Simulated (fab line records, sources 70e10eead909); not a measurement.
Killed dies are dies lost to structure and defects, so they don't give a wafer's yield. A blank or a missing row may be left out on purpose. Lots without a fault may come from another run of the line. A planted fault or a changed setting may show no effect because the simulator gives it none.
Which tool did it? | flow nand_harc | 24 lots, 72 wafers sampled, at 2 steps of a route of 1302

WHAT THE GAUGES READ, wafer by wafer
NHARC_A_CONTACT_CD_MEAS_42: target cd 300 nm.
lot  | measured     | on        | cd_nm (nm)
L074 | day 21 21:31 | cd_sem-03 | 299.9 300.4 299.9
L075 | day 22 00:43 | cd_sem-01 | 299.8 299.9 299.6
L076 | day 22 03:31 | cd_sem-01 | 301.0 299.6 300.2
L077 | day 22 17:24 | cd_sem-03 | 300.1 300.1 300.2
L078 | day 24 00:36 | cd_sem-01 | 300.5 299.1 300.5
L079 | day 24 04:05 | cd_sem-03 | 301.5 300.6 300.7
L081 | day 24 10:55 | cd_sem-01 | 299.0 298.8 299.3
L080 | day 24 15:14 | cd_sem-03 | 300.1 300.7 299.7
L082 | day 24 15:47 | cd_sem-01 | 300.6 299.3 300.4
L086 | day 25 10:34 | cd_sem-02 | 299.8 299.8 300.0
L083 | day 25 11:26 | cd_sem-03 | 300.6 299.4 299.2
L084 | day 25 17:19 | cd_sem-02 | 300.5 300.7 299.8
L085 | day 25 17:46 | cd_sem-01 | 299.7 299.9 299.5
L087 | day 26 11:13 | cd_sem-03 | 298.8 299.6 299.4
L088 | day 27 20:10 | cd_sem-01 | 299.3 299.4 300.3
L089 | day 27 20:19 | cd_sem-02 | 300.0 299.9 299.6
L090 | day 27 23:31 | cd_sem-01 | 301.2 300.4 299.8
L092 | day 29 10:59 | cd_sem-02 | 299.8 301.0 300.4
L091 | day 29 11:08 | cd_sem-01 | 299.6 299.5 299.2
L093 | day 29 19:13 | cd_sem-01 | 299.9 300.3 300.3
L094 | day 30 01:15 | cd_sem-03 | 299.7 299.6 299.1
L095 | day 30 01:42 | cd_sem-02 | 299.4 300.2 299.7
L097 | day 30 16:40 | cd_sem-02 | 299.2 299.0 299.6
L096 | day 30 21:14 | cd_sem-03 | 300.8 299.2 300.1

WHICH TOOL RAN EACH LOT (tool, then ch and the chambers of the sampled wafers, then the start)
lot  | NHARC_A_WL_FILL_CVD_20
L074 | cvd_w-01 ch 0,1, day 21 21:31 or earlier
L075 | cvd_w-01 ch 0,1, day 22 00:43 or earlier
L076 | cvd_w-02 ch 0,1, day 22 03:31 or earlier
L077 | cvd_w-02 ch 0,1, day 22 17:24 or earlier
L078 | cvd_w-02 ch 0, day 24 00:36 or earlier
L079 | cvd_w-01 ch 0,1, day 24 04:05 or earlier
L081 | cvd_w-02 ch 0,1, day 24 10:55 or earlier
L080 | cvd_w-01 ch 0,1, day 24 15:14 or earlier
L082 | cvd_w-02 ch 0,1, day 24 15:47 or earlier
L086 | cvd_w-01 ch 0,1, day 25 10:34 or earlier
L083 | cvd_w-02 ch 0,1, day 25 11:26 or earlier
L084 | cvd_w-02 ch 0,1, day 25 17:19 or earlier
L085 | cvd_w-02 ch 0,1, day 25 17:46 or earlier
L087 | cvd_w-01 ch 0,1, day 26 11:13 or earlier
L088 | cvd_w-01 ch 0,1, day 27 20:10 or earlier
L089 | cvd_w-01 ch 0,1, day 27 20:19 or earlier
L090 | cvd_w-01 ch 1, day 27 23:31 or earlier
L092 | cvd_w-02 ch 0,1, day 29 10:59 or earlier
L091 | cvd_w-01 ch 0,1, day 29 11:08 or earlier
L093 | cvd_w-01 ch 0,1, day 29 19:13 or earlier
L094 | cvd_w-02 ch 0,1, day 30 01:15 or earlier
L095 | cvd_w-02 ch 0,1, day 30 01:42 or earlier
L097 | cvd_w-01 ch 1, day 30 16:40 or earlier
L096 | cvd_w-01 ch 1, day 30 21:14 or earlier
- NHARC_A_WL_FILL_CVD_20: deposits W, target thk 100 nm, time 74 s.

WHAT THE TOOLS THEMSELVES READ (means of the sampled wafers that have a number; where no wafer has one, the mark that the record gives instead)
NHARC_A_WL_FILL_CVD_20.
lot  | tool     | heater_power_w (W) | throttle_valve_pct (%)
L074 | cvd_w-01 | 907                | 7.9
L075 | cvd_w-01 | 918                | 8.1
L076 | cvd_w-02 | 884                | 8.1
L077 | cvd_w-02 | 877                | 8.0
L078 | cvd_w-02 | 863                | 8.4
L079 | cvd_w-01 | 958                | 7.7
L081 | cvd_w-02 | 873                | 8.4
L080 | cvd_w-01 | 929                | 7.8
L082 | cvd_w-02 | 889                | 8.3
L086 | cvd_w-01 | 904                | 7.5
L083 | cvd_w-02 | 876                | 8.2
L084 | cvd_w-02 | 872                | 8.1
L085 | cvd_w-02 | 880                | 8.1
L087 | cvd_w-01 | 871                | 7.9
L088 | cvd_w-01 | 915                | 7.8
L089 | cvd_w-01 | 876                | 7.8
L090 | cvd_w-01 | 944                | 7.7
L092 | cvd_w-02 | 870                | 8.3
L091 | cvd_w-01 | 875                | 7.9
L093 | cvd_w-01 | 868                | 8.1
L094 | cvd_w-02 | 882                | 8.3
L095 | cvd_w-02 | 870                | 8.2
L097 | cvd_w-01 | 964                | 7.7
L096 | cvd_w-01 | 944                | 7.7

THE ANSWER, worked out from the rows above alone
Rule: what is usual is taken from the lots themselves. Put in order of their means at a reading, lots are off if they are a third of the lots or fewer, leave a main group of 4 or more, and stand apart from it by a gap of 3 or more times the standard deviation of the main group's means; of several such gaps the widest counts. A main group whose means are all the same, to the digits that the tables above print for the reading, isn't used. A lot without any number at a reading at which 4 lots or more have one is off too. The other lots that the step has rows for count as sound. The gauges are gone through in route order, then the tools' own readings, and for those a lot's mean is taken as printed above. The first step at which some lot is off is used, and at that step the reading that is off furthest; a lot without a number counts as furthest.
No lot is off at any reading shown: from this, nothing can be told.

WHAT THE SIMULATOR HAD PUT IN
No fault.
